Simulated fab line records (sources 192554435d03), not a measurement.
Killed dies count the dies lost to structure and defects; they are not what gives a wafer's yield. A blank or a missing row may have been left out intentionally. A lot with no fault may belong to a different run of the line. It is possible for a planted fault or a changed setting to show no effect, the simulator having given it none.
Which tool is to blame? + flow n5Finfet + Sampling: 24 lots, 72 wafers, 4 of 1938 route steps

== WHAT THE GAUGES READ, wafer by wafer ==
N5_ILD0_THK_MEAS_08.
| lot  | measured    | on           | thkNm (nm)        |
|------|-------------|--------------|-------------------|
| L074 | day 3 12:40 | filmMetro-01 | 140.0 143.1 142.4 |
| L075 | day 3 22:20 | filmMetro-01 | 139.5 139.0 138.3 |
| L077 | day 4 09:28 | filmMetro-02 | 139.4 138.6 138.2 |
| L076 | day 4 10:33 | filmMetro-02 | 140.5 140.2 139.0 |
| L078 | day 4 15:52 | filmMetro-02 | 138.1 137.7 138.6 |
| L079 | day 4 21:40 | filmMetro-01 | 140.0 140.2 138.4 |
| L080 | day 5 02:36 | filmMetro-01 | 137.8 138.4 138.1 |
| L081 | day 5 06:01 | filmMetro-01 | 138.9 139.0 140.4 |
| L082 | day 5 14:44 | filmMetro-02 | 139.6 139.1 137.1 |
| L083 | day 5 20:02 | filmMetro-02 | 138.9 139.6 138.7 |
| L084 | day 6 00:01 | filmMetro-01 | 136.6 138.0 139.1 |
| L085 | day 6 09:02 | filmMetro-02 | 138.3 138.7 138.8 |
| L086 | day 6 20:45 | filmMetro-01 | 137.7 140.1 140.5 |
| L087 | day 6 21:43 | filmMetro-02 | 137.8 139.7 139.2 |
| L088 | day 7 02:12 | filmMetro-01 | 139.8 140.2 139.0 |
| L089 | day 7 06:03 | filmMetro-01 | 136.9 138.9 139.2 |
| L091 | day 7 20:07 | filmMetro-01 | 137.9 137.5 138.4 |
| L090 | day 7 20:24 | filmMetro-02 | 139.4 138.2 139.1 |
| L092 | day 8 06:02 | filmMetro-01 | 139.8 139.5 141.9 |
| L093 | day 8 15:36 | filmMetro-02 | 139.9 138.4 138.3 |
| L094 | day 8 19:52 | filmMetro-01 | 139.4 136.8 138.0 |
| L095 | day 9 00:12 | filmMetro-01 | 138.5 137.4 137.9 |
| L096 | day 9 09:29 | filmMetro-01 | 138.7 139.0 136.4 |
| L097 | day 9 13:44 | filmMetro-02 | 140.1 141.5 140.2 |

N5_ILD0_INSPECT_06: inspects for defects (darkfield).
| lot  | measured    | on               | rawDefectCount |
|------|-------------|------------------|----------------|
| L074 | day 3 15:55 | defectInspect-01 | 33 56 32       |
| L075 | day 4 01:34 | defectInspect-02 | 80 33 76       |
| L077 | day 4 12:43 | defectInspect-02 | 34 37 55       |
| L076 | day 4 13:59 | defectInspect-02 | 45 22 36       |
| L078 | day 4 19:36 | defectInspect-01 | 24 19 18       |
| L079 | day 5 02:11 | defectInspect-01 | 52 18 20       |
| L080 | day 5 05:50 | defectInspect-02 | 25 42 59       |
| L081 | day 5 09:16 | defectInspect-02 | 47 18 61       |
| L082 | day 5 18:11 | defectInspect-02 | 48 30 32       |
| L083 | day 5 23:17 | defectInspect-01 | 22 27 31       |
| L084 | day 6 03:22 | defectInspect-01 | 62 38 38       |
| L085 | day 6 12:17 | defectInspect-01 | 29 44 31       |
| L086 | day 6 23:59 | defectInspect-01 | 21 45 21       |
| L087 | day 7 00:57 | defectInspect-01 | 31 30 38       |
| L088 | day 7 05:59 | defectInspect-02 | 22 22 36       |
| L089 | day 7 09:17 | defectInspect-02 | 50 55 60       |
| L091 | day 7 23:21 | defectInspect-01 | 53 60 37       |
| L090 | day 7 23:45 | defectInspect-01 | 35 34 27       |
| L092 | day 8 09:19 | defectInspect-01 | 119 36 52      |
| L093 | day 8 18:50 | defectInspect-02 | 37 39 32       |
| L094 | day 8 23:46 | defectInspect-01 | 52 27 33       |
| L095 | day 9 03:26 | defectInspect-01 | 36 34 13       |
| L096 | day 9 12:43 | defectInspect-02 | 53 30 16       |
| L097 | day 9 16:58 | defectInspect-01 | 94 49 62       |

N5_DUMMY_REMOVAL_INSPECT_06: inspects for defects (brightfield).
| lot  | measured    | on               | rawDefectCount |
|------|-------------|------------------|----------------|
| L074 | day 3 20:38 | defectInspect-01 | 16 18 18       |
| L075 | day 4 06:37 | defectInspect-01 | 7 12 7         |
| L077 | day 4 17:54 | defectInspect-02 | 12 18 9        |
| L076 | day 4 18:40 | defectInspect-01 | 10 14 19       |
| L078 | day 5 00:16 | defectInspect-01 | 10 6 10        |
| L079 | day 5 07:11 | defectInspect-01 | 10 15 13       |
| L080 | day 5 11:10 | defectInspect-02 | 23 18 23       |
| L081 | day 5 13:50 | defectInspect-01 | 7 8 18         |
| L082 | day 5 22:56 | defectInspect-02 | 12 12 14       |
| L083 | day 6 04:22 | defectInspect-01 | 11 15 15       |
| L084 | day 6 08:56 | defectInspect-01 | 9 9 10         |
| L085 | day 6 16:56 | defectInspect-01 | 17 12 11       |
| L086 | day 7 04:38 | defectInspect-01 | 26 16 14       |
| L087 | day 7 05:36 | defectInspect-01 | 12 12 18       |
| L088 | day 7 10:59 | defectInspect-01 | 5 5 10         |
| L089 | day 7 14:19 | defectInspect-01 | 9 9 10         |
| L091 | day 8 03:55 | defectInspect-01 | 4 11 13        |
| L090 | day 8 04:28 | defectInspect-01 | 9 11 6         |
| L092 | day 8 14:49 | defectInspect-02 | 14 11 11       |
| L093 | day 9 01:09 | defectInspect-01 | 14 22 6        |
| L094 | day 9 04:32 | defectInspect-01 | 12 8 3         |
| L095 | day 9 08:11 | defectInspect-02 | 3 16 5         |
| L096 | day 9 17:23 | defectInspect-02 | 12 17 9        |
| L097 | day 9 21:37 | defectInspect-01 | 14 23 24       |

== WHAT TOOL EACH LOT RAN ON (gives the tool, then ch and the chambers of the sampled wafers, and finally the start) ==
| lot  | N5_SDB_ETCH_17                   |
|------|----------------------------------|
| L074 | rieDiel-01 ch 1,3, day 3 16:31   |
| L075 | rieDiel-06 ch 0,2,3, day 4 02:04 |
| L077 | rieDiel-01 ch 1,2, day 4 13:12   |
| L076 | rieDiel-03 ch 0,2,3, day 4 14:35 |
| L078 | rieDiel-01 ch 0,3, day 4 20:13   |
| L079 | rieDiel-03 ch 0,2,3, day 5 02:54 |
| L080 | rieDiel-01 ch 0,1,3, day 5 06:34 |
| L081 | rieDiel-01 ch 1,2, day 5 09:44   |
| L082 | rieDiel-03 ch 0,2,3, day 5 18:49 |
| L083 | rieDiel-03 ch 0,1,3, day 5 23:55 |
| L084 | rieDiel-03 ch 0,2, day 6 04:20   |
| L085 | rieDiel-03 ch 0,1, day 6 12:54   |
| L086 | rieDiel-01 ch 0,1,2, day 7 00:36 |
| L087 | rieDiel-03 ch 0,1,2, day 7 01:34 |
| L088 | rieDiel-06 ch 0,1, day 7 06:35   |
| L089 | rieDiel-03 ch 2,3, day 7 09:54   |
| L091 | rieDiel-06 ch 0,1, day 7 23:50   |
| L090 | rieDiel-06 ch 0,2, day 8 00:22   |
| L092 | rieDiel-06 ch 1,2,3, day 8 10:16 |
| L093 | rieDiel-01 ch 0,2, day 8 19:27   |
| L094 | rieDiel-03 ch 0,1,2, day 9 00:27 |
| L095 | rieDiel-06 ch 0,1,3, day 9 03:57 |
| L096 | rieDiel-01 ch 0,1, day 9 13:20   |
| L097 | rieDiel-03 ch 0,1,3, day 9 17:35 |
- N5_SDB_ETCH_17: etches SiARC in CF4, target depth 23.4 nm, time 39 s.

== WHAT THE TOOLS THEMSELVES READ (means of the sampled wafers that have a number; where no wafer has one, the mark that the record gives instead) ==
N5_SDB_ETCH_17.
| lot  | tool       | chamberPressureMTorr (mTorr) | drypumpMotorCurrentA (A) | etchRfOnTimeS (s) | oesProductAu (a.u.) | rfVppV (V) | showerheadPlenumPTorr (Torr) | throttleValvePct (%) |
|------|------------|------------------------------|--------------------------|-------------------|---------------------|------------|------------------------------|----------------------|
| L074 | rieDiel-01 | 40.01                        | 6.0                      | 38.9              | 0.60                | 183.5      | 2.10                         | 15.64                |
| L075 | rieDiel-06 | 40.03                        | 5.8                      | 39.3              | 0.61                | 183.8      | 2.13                         | 15.70                |
| L077 | rieDiel-01 | 40.01                        | 5.6                      | 38.2              | 0.65                | 182.9      | 2.13                         | 15.50                |
| L076 | rieDiel-03 | 40.00                        | 5.4                      | 38.2              | 0.77                | 184.9      | 2.15                         | 15.51                |
| L078 | rieDiel-01 | 39.99                        | 6.5                      | 38.8              | 0.64                | 185.0      | 2.21                         | 15.63                |
| L079 | rieDiel-03 | 39.99                        | 5.4                      | 38.6              | 0.75                | 184.2      | 2.15                         | 15.51                |
| L080 | rieDiel-01 | 39.98                        | 6.2                      | 39.1              | 0.62                | 184.1      | 2.16                         | 15.60                |
| L081 | rieDiel-01 | 40.00                        | 5.4                      | 37.8              | 0.71                | 184.6      | 2.20                         | 15.43                |
| L082 | rieDiel-03 | 40.01                        | 5.4                      | 38.3              | 0.75                | 184.4      | 2.14                         | 15.52                |
| L083 | rieDiel-03 | 39.99                        | 5.5                      | 38.0              | 0.71                | 184.8      | 2.16                         | 15.48                |
| L084 | rieDiel-03 | 39.96                        | 5.1                      | 38.3              | 0.75                | 184.3      | 2.18                         | 15.60                |
| L085 | rieDiel-03 | 39.96                        | 5.3                      | 39.3              | 0.73                | 184.3      | 2.18                         | 15.39                |
| L086 | rieDiel-01 | 39.99                        | 5.8                      | 38.6              | 0.67                | 184.9      | 2.19                         | 15.49                |
| L087 | rieDiel-03 | 40.02                        | 5.2                      | 38.7              | 0.71                | 184.8      | 2.19                         | 15.56                |
| L088 | rieDiel-06 | 40.00                        | 6.0                      | 39.0              | 0.61                | 183.8      | 2.21                         | 15.65                |
| L089 | rieDiel-03 | 40.00                        | 5.6                      | 37.7              | 0.72                | 182.6      | 2.11                         | 15.66                |
| L091 | rieDiel-06 | 39.97                        | 6.0                      | 38.8              | 0.60                | 184.7      | 2.21                         | 15.68                |
| L090 | rieDiel-06 | 40.00                        | 6.1                      | 39.6              | 0.59                | 183.4      | 2.14                         | 15.71                |
| L092 | rieDiel-06 | 40.03                        | 6.1                      | 39.5              | 0.67                | 184.5      | 2.20                         | 15.58                |
| L093 | rieDiel-01 | 40.01                        | 5.9                      | 38.6              | 0.68                | 185.5      | 2.24                         | 15.43                |
| L094 | rieDiel-03 | 39.99                        | 5.2                      | 38.7              | 0.69                | 184.7      | 2.19                         | 15.58                |
| L095 | rieDiel-06 | 40.02                        | 5.9                      | 39.5              | 0.67                | 186.0      | 2.23                         | 15.58                |
| L096 | rieDiel-01 | 40.03                        | 6.2                      | 39.6              | 0.62                | 183.5      | 2.17                         | 15.53                |
| L097 | rieDiel-03 | 40.01                        | 5.5                      | 38.8              | 0.68                | 183.8      | 2.15                         | 15.53                |

== THE ANSWER, worked out from the rows above alone ==
Rule: usual is defined by the lots themselves. Put in order of their means at a reading, lots are off if they are a third of the lots or fewer, leave a main group of 4 or more, and stand apart from it by a gap of 3 or more times the standard deviation of the main group's means; of several such gaps the widest counts. A main group is skipped when, at the precision printed for the reading in the tables above, its means are all equal. Also off: a lot with no number at a reading for which 4 or more lots have one. All remaining lots with rows at the step are treated as sound. Order of review: gauges by route order, followed by the tools' own readings, for which a lot's mean as printed above is used. The first step at which some lot is off is used, and at that step the reading that is off furthest; a lot without a number counts as furthest.
None of the lots is off at any reading shown; this tells nothing.

== WHAT WAS PUT IN BY THE SIMULATOR ==
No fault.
